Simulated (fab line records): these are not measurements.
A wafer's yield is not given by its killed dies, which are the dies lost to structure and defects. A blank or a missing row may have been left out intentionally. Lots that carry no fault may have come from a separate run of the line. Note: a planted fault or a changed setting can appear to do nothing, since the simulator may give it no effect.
fab line records	flow nand-harc
[record] lots = 11	wafers = 33	last-day = 33
route steps=1302 shown P_CONTACT@238 P_M0@261
lots that met no fault: taken from a fault-free run of the same line
start-h: start of the lot's first displayed wafer, in hours after the record's first day	wait-h: hours elapsed since this lot's preceding step	" unchanged from the row above	L1.1+2: one row covering several wafers at once	- no value, or no start was given	* or withheld: withheld	< > ~ a bound
route shown NAME@n: NAME is a module with steps in the file, n the number in the route of the first one	usual: mean and standard deviation over wafers with no fault	same: alike in all rows	chamber/n: place in a boat	sites: readings site by site	_std_site: standard deviation across them	_edge_site: mean of outer sites minus mean of inner sites	radius-mm: how far each site lies from the wafer's centre	mask NAME#n: copy n	behind: the last tool/chamber to shape the wafer	hold: reason for holding the lot/hours on hold/outcome of the hold	device: transistor that didn't switch, given as n, p or np	end of line: tests run on the same wafers once the route is complete	for a step that has no rows: nothing shown but its recipe	killed: count of dies lost to structure and defects at first sort (not the wafer's yield)	map: dies across one wafer; x = killed, . = not, _ = none there
set.NAME: the setting that was run; set.NAME@STEP: the one run at that earlier step	model.NAME: the simulator's own value behind a step, which no gauge read
steps of the route over a sample of lots; a table a step, a row a wafer
services: a tool's chamber out of use, with start hour (start-h, from the record's first day; less than 0 if before it), hours out, and reason
[[steps]]
[step NHARC_P_CONTACT_ETCH_18]
[recipe] target-depth-a = 4810	time-s = 240.5	c4f8-flow-sccm = 20	o2-flow-sccm = 10	ar-flow-sccm = withheld	rf-w = 600	bias-w = 1500	chemistry = C4F8/O2/Ar
[usual] oes-product-au = 0.959/0.015	rf-vpp-V = 981/4.5
lot.wafer	tool	chamber	start-h	wait-h	oes-product-au	rf-hours-counter-h	rf-vpp-V
L666.3	rie-diel-11	2	-	-	0.949	1.3	986
L666.2	"	1	"	"	0.951	1.1	969
L666.6	"	3	"	"	0.959	-	979
L667.3	rie-diel-10	0	-	-	0.945	1.2	985
L667.2	"	1	"	"	0.962	0.9	986
L667.5	"	3	"	"	0.943	-	982
L669.2	rie-diel-11	2	-	-	0.978	1.9	988
L669.4	"	0	"	"	0.956	1.8	979
L669.5	"	2	"	"	0.988	-	988
L672.1	rie-diel-02	3	-	-	0.942	8.1	985
L672.4	"	0	"	"	0.946	7.3	977
L672.2	"	1	"	"	0.969	7.8	983
L673.3	rie-diel-10	1	-	-	0.967	2.5	984
L673.2	"	3	"	"	0.957	3.0	979
L673.5	"	1	"	"	0.955	-	984
L676.4	rie-diel-11	1	-	-	0.967	3.9	969
L676.5	"	2	"	"	0.974	-	987
L676.6	"	3	"	"	0.971	-	980
L679.2	rie-diel-11	3	-	-	0.970	4.6	981
L679.5	"	1	"	"	0.962	-	970
L679.6	"	2	"	"	0.953	-	988
L682.3	rie-diel-11	3	-	-	0.983	0.4	981
L682.4	"	0	"	"	0.971	0.3	979
L682.6	"	2	"	"	0.955	-	989
L683.3	rie-diel-02	1	-	-	0.949	4.0	981
L683.1	"	2	"	"	0.983	4.5	980
L683.6	"	2	"	"	0.972	-	978
L684.4	rie-diel-10	1	-	-	0.945	0.9	985
L684.1	"	2	"	"	0.937	1.3	984
L684.6	"	2	"	"	0.933	-	983
L688.3	rie-diel-02	0	-	-	0.960	7.5	976
L688.4	"	1	"	"	0.971	7.5	982
L688.2	"	2	"	"	0.980	7.7	978
[step NHARC_P_CONTACT_ETCH_31]
[recipe] target-depth-a = 300	time-s = 85.7	ion-energy-ev = 120	over-etch-frac = 1	ch3f-flow-sccm = 50	o2-flow-sccm = 30	ar-flow-sccm = 200	rf-w = 500	bias-w = 100	chemistry = CH3F/O2
[usual] drypump-motor-current-A = 5.8/0.43	oes-product-au = 0.980/0.013	rf-vpp-V = 245.1/1.4	showerhead-plenum-p-Torr = 2.51/0.08	throttle-valve-pct = 20.663/0.0097
lot.wafer	tool	chamber	start-h	wait-h	drypump-motor-current-A	oes-product-au	rf-hours-counter-h	rf-vpp-V	showerhead-plenum-p-Torr	throttle-valve-pct
L666.2	rie-diel-11	3	-	-	5.1	0.995	1.3	242.9	2.48	20.660
L666.3	"	2	"	"	5.6	0.977	1.4	246.3	2.64	20.668
L666.6	"	3	"	"	5.1	0.976	-	244.4	2.48	20.677
L667.3	rie-diel-10	0	-	-	5.6	0.992	1.3	248.0	2.58	20.658
L667.2	"	2	"	"	4.9	0.979	1.2	246.0	2.57	20.670
L667.5	"	3	"	"	5.8	0.979	-	243.6	2.50	20.658
L669.2	rie-diel-11	2	-	-	5.6	0.992	2.0	246.8	2.64	20.657
L669.4	"	3	"	"	5.1	0.972	2.4	244.2	2.48	20.675
L669.5	"	3	"	"	5.1	0.983	-	244.5	2.48	20.658
L672.2	rie-diel-02	2	-	-	5.5	0.973	6.5	244.8	2.47	20.664
L672.1	"	3	"	"	6.0	0.961	8.2	246.3	2.58	20.693
L672.4	"	0	"	"	6.5	0.969	7.4	246.0	2.43	20.672
L673.3	rie-diel-10	3	-	-	5.8	0.986	3.1	245.2	2.49	20.646
L673.2	"	1	"	"	6.4	0.981	2.6	244.3	2.57	20.660
L673.5	"	3	"	"	5.8	0.986	-	243.8	2.49	20.657
L676.4	rie-diel-11	1	-	-	6.3	0.979	3.9	242.3	2.30	20.679
L676.5	"	3	"	"	5.1	0.993	-	245.1	2.48	20.663
L676.6	"	0	"	"	5.8	0.971	-	243.7	2.47	20.661
L679.2	rie-diel-11	2	-	-	5.6	1.001	5.0	246.3	2.64	20.650
L679.6	"	2	"	"	5.5	1.007	-	249.0	2.64	20.655
L679.5	"	3	"	"	5.1	0.995	-	245.6	2.48	20.652
L682.3	rie-diel-11	0	-	-	5.8	0.987	0.3	245.0	2.47	20.665
L682.4	"	1	"	"	6.3	0.973	0.3	242.1	2.30	20.665
L682.6	"	2	"	"	5.6	0.976	-	246.5	2.64	20.654
L683.3	rie-diel-02	1	-	-	6.0	0.987	4.1	245.1	2.53	20.661
L683.1	"	0	"	"	6.4	0.990	4.2	243.2	2.43	20.658
L683.6	"	2	"	"	5.5	1.001	-	245.6	2.47	20.684
L684.1	rie-diel-10	2	-	-	4.9	0.959	1.4	245.2	2.57	20.657
L684.4	"	3	"	"	5.8	0.961	1.1	245.2	2.49	20.656
L684.6	"	2	"	"	5.0	0.963	-	246.1	2.57	20.658
L688.4	rie-diel-02	3	-	-	6.0	0.988	7.8	244.9	2.58	20.674
L688.2	"	0	"	"	6.4	0.970	7.6	243.3	2.43	20.671
L688.3	"	1	"	"	6.0	0.997	7.5	245.9	2.53	20.664
[step NHARC_P_M0_PEB_07]
[recipe] peb-temp-c = 100	peb-time-s = 65
[usual] heater-power-total-W = 156.6/0.38	plate-temp-C = 100.01/0.14
lot.wafer	tool	chamber	start-h	wait-h	heater-power-total-W	plate-temp-C
L666.2	litho-track-04	0	126.62	0.1	156.9	99.83
L666.3	"	0	"	"	156.1	100.18
L666.6	"	0	"	"	157.2	100.00
L667.2	litho-track-06	0	133.97	0.1	156.5	99.94
L667.3	"	0	"	"	157.1	99.90
L667.5	"	0	"	"	156.0	100.15
L669.2	litho-track-06	0	156.31	0.1	157.1	99.87
L669.4	"	0	"	"	156.6	99.94
L669.5	"	0	"	"	156.9	100.16
L672.1	litho-track-01	0	182.34	0.1	156.9	100.08
L672.2	"	0	"	"	156.3	100.00
L672.4	"	0	"	"	156.2	100.09
L673.2	litho-track-06	0	192.04	0.1	154.3	99.26
L673.3	"	0	"	"	154.5	99.23
L673.5	"	0	"	"	155.2	99.08
L676.4	litho-track-06	0	221.93	0.0	154.3	99.27
L676.5	"	0	"	"	154.1	99.11
L676.6	"	0	"	"	155.3	99.08
L679.2	litho-track-01	0	250.46	0.1	156.0	100.01
L679.5	"	0	"	"	156.9	99.67
L679.6	"	0	"	"	156.1	100.01
L682.3	litho-track-06	0	284.06	0.0	156.4	100.14
L682.4	"	0	"	"	156.7	100.09
L682.6	"	0	"	"	156.9	99.93
L683.1	litho-track-06	0	290.54	0.1	156.4	100.01
L683.3	"	0	"	"	156.4	100.11
L683.6	"	0	"	"	156.1	99.99
L684.1	litho-track-06	0	307.52	0.1	156.3	99.93
L684.4	"	0	"	"	157.1	99.78
L684.6	"	0	"	"	157.2	99.94
L688.2	litho-track-06	0	344.07	0.1	157.0	100.04
L688.3	"	0	"	"	157.0	99.85
L688.4	"	0	"	"	156.6	100.15
[step NHARC_P_M0_CD_MEAS_09]
[recipe] target-cd-nm = 90	landing-energy-ev = 500
[usual] cd-nm = 89.8/0.54
lot.wafer	tool	chamber	start-h	wait-h	cd-nm
L666.2	cd-sem-03	0	126.70	-	91.2
L666.3	"	0	"	"	90.3
L666.6	"	0	"	"	90.7
L667.2	cd-sem-03	0	134.05	-	88.7
L667.3	"	0	"	"	88.6
L667.5	"	0	"	"	89.5
L669.2	cd-sem-02	0	156.39	-	89.4
L669.4	"	0	"	"	89.9
L669.5	"	0	"	"	89.7
L672.1	cd-sem-02	0	182.42	-	89.9
L672.2	"	0	"	"	89.8
L672.4	"	0	"	"	89.8
L673.2	cd-sem-02	0	192.12	-	85.8
L673.3	"	0	"	"	86.3
L673.5	"	0	"	"	86.2
L676.4	cd-sem-01	0	222.01	-	85.2
L676.5	"	0	"	"	86.3
L676.6	"	0	"	"	86.5
L679.2	cd-sem-02	0	250.54	-	89.8
L679.5	"	0	"	"	89.6
L679.6	"	0	"	"	90.3
L682.3	cd-sem-01	0	284.14	-	89.3
L682.4	"	0	"	"	89.2
L682.6	"	0	"	"	89.9
L683.1	cd-sem-02	0	290.62	-	89.8
L683.3	"	0	"	"	89.9
L683.6	"	0	"	"	88.6
L684.1	cd-sem-01	0	307.61	-	90.0
L684.4	"	0	"	"	89.6
L684.6	"	0	"	"	89.5
L688.2	cd-sem-03	0	344.15	-	88.2
L688.3	"	0	"	"	89.3
L688.4	"	0	"	"	89.3
[step NHARC_P_M0_DESCUM_14]
[recipe] time-s = 3	o2-flow-sccm = 200	ar-flow-sccm = 0	bias-power-w = 0	chemistry = O2
[usual] drypump-motor-current-A = 5.65/0.27	oes-product-au = 1.004/0.0087	rf-vpp-V = 57.9/0.98	showerhead-plenum-p-Torr = 1.95/0.077	throttle-valve-pct = 11.311/0.0096
lot.wafer	tool	chamber	start-h	wait-h	drypump-motor-current-A	oes-product-au	rf-hours-counter-h	rf-vpp-V	showerhead-plenum-p-Torr	throttle-valve-pct
L666.2	rie-diel-01	1	126.90	0.1	5.40	0.989	33	57.2	1.77	11.301
L666.3	"	2	"	"	6.05	0.995	33	57.0	1.97	11.291
L666.6	"	1	"	"	5.37	0.990	-	56.9	1.76	11.303
L667.2	rie-diel-08	2	134.24	0.1	5.29	1.016	19	58.6	2.03	11.311
L667.3	"	3	"	"	5.63	1.005	16	58.9	2.04	11.300
L667.5	"	2	"	"	5.28	1.000	-	57.6	2.03	11.330
L669.2	rie-diel-08	0	156.57	0.1	5.62	1.003	21	57.8	1.91	11.319
L669.4	"	1	"	"	6.10	0.998	23	56.7	1.90	11.311
L669.5	"	0	"	"	5.63	0.996	-	58.4	1.91	11.308
L672.2	rie-diel-08	3	182.61	0.1	5.61	1.010	24	57.4	2.04	11.316
L672.4	"	0	"	"	5.65	0.991	23	57.7	1.91	11.322
L672.1	"	1	"	"	6.08	1.013	27	56.9	1.89	11.300
L673.3	rie-diel-01	2	192.30	0.1	6.04	0.987	59	57.2	1.96	11.296
L673.2	"	3	"	"	5.75	0.988	36	58.8	1.84	11.306
L673.5	"	3	"	"	5.77	0.988	-	57.6	1.84	11.321
L676.4	rie-diel-08	3	222.21	0.1	5.61	1.006	7	58.1	2.03	11.303
L676.5	"	2	"	"	5.27	1.012	-	58.4	2.02	11.320
L676.6	"	3	"	"	5.59	1.004	-	58.1	2.03	11.307
L679.2	rie-diel-08	3	250.72	0.1	5.61	0.999	9	58.0	2.03	11.313
L679.6	"	3	"	"	5.63	0.997	-	58.6	2.03	11.299
L679.5	"	0	"	"	5.65	1.017	-	57.7	1.91	11.305
L682.3	rie-diel-08	3	284.33	0.1	5.59	1.006	17	57.2	2.03	11.301
L682.4	"	0	"	"	5.62	1.002	11	58.7	1.90	11.306
L682.6	"	3	"	"	5.60	1.010	-	58.5	2.03	11.312
L683.3	rie-diel-01	2	290.80	0.1	6.06	1.007	29	57.0	1.95	11.309
L683.1	"	1	"	"	5.39	1.001	26	59.4	2.07	11.306
L683.6	"	2	"	"	6.06	0.998	-	57.5	1.95	11.322
L684.4	rie-diel-08	1	307.81	0.1	6.15	1.013	21	57.3	1.89	11.311
L684.1	"	2	"	"	5.29	1.002	21	57.1	2.02	11.309
L684.6	"	3	"	"	5.55	0.999	-	58.4	2.03	11.298
L688.4	rie-diel-08	3	344.36	0.1	5.58	1.001	25	57.2	2.03	11.302
L688.2	"	0	"	"	5.65	1.003	20	58.6	1.90	11.316
L688.3	"	2	"	"	5.30	0.995	23	58.4	2.02	11.305
[[services]]
tool	chamber	start-h	hours	kind
rie-diel-11	0	100.90	11.3	repair
rie-diel-02	0	109.57	11.1	repair
rie-diel-01	1	138.30	14.6	repair
rie-diel-11	2	145.69	7.1	repair
rie-diel-11	3	154.13	13.7	repair
rie-diel-11	1	154.80	6.8	repair
litho-track-01	-	155.00	7.0	pm
rie-diel-10	2	170.03	33.3	repair
rie-diel-08	0	174.86	7.6	repair
litho-track-06	-	179.00	7.0	pm
rie-diel-08	-	191.55	9.0	pm
rie-diel-10	0	199.88	2.5	repair
rie-diel-08	0	204.61	9.4	repair
rie-diel-01	-	206.51	9.0	pm
rie-diel-02	-	216.70	9.0	pm
rie-diel-10	-	242.50	9.0	pm
rie-diel-11	-	255.50	9.0	pm
rie-diel-02	1	259.88	3.7	repair
rie-diel-10	1	283.19	18.1	repair
rie-diel-01	3	306.00	3.1	repair
rie-diel-08	1	318.78	7.6	repair
litho-track-01	-	330.00	7.0	pm
rie-diel-10	1	331.43	20.5	repair
rie-diel-01	0	335.22	2.6	repair
[[key]]
[first-sign] step = NHARC_P_M0_PEB_07	reading = plate-temp-C	direction = down	sigmas = 6.1	usual = *	struck = *
[effect] step = NHARC_P_M0_PEB_07	reading = heater-power-total-W	direction = down	sigmas = 5.2	usual = *	struck = *
[effect] step = NHARC_P_M0_CD_MEAS_09	reading = cd-nm	direction = down	sigmas = 6.9	usual = 89.8	struck = 86.1
met-at NHARC_P_M0_PEB_07
struck-lots L673,L676
not-acting-at NHARC_P_CONTACT_ETCH_18,NHARC_P_CONTACT_ETCH_31,NHARC_P_M0_DESCUM_14
onset-between 156.31 192.04
[fault] kind = process-parameter-drift	tool = litho-track-06	chamber = -	onset-h = 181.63	steps = NHARC_P_M0_PEB_07	channel = peb-temp-c	offset = *	shape = step	end-h = 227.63	acts-in = *	stated = *
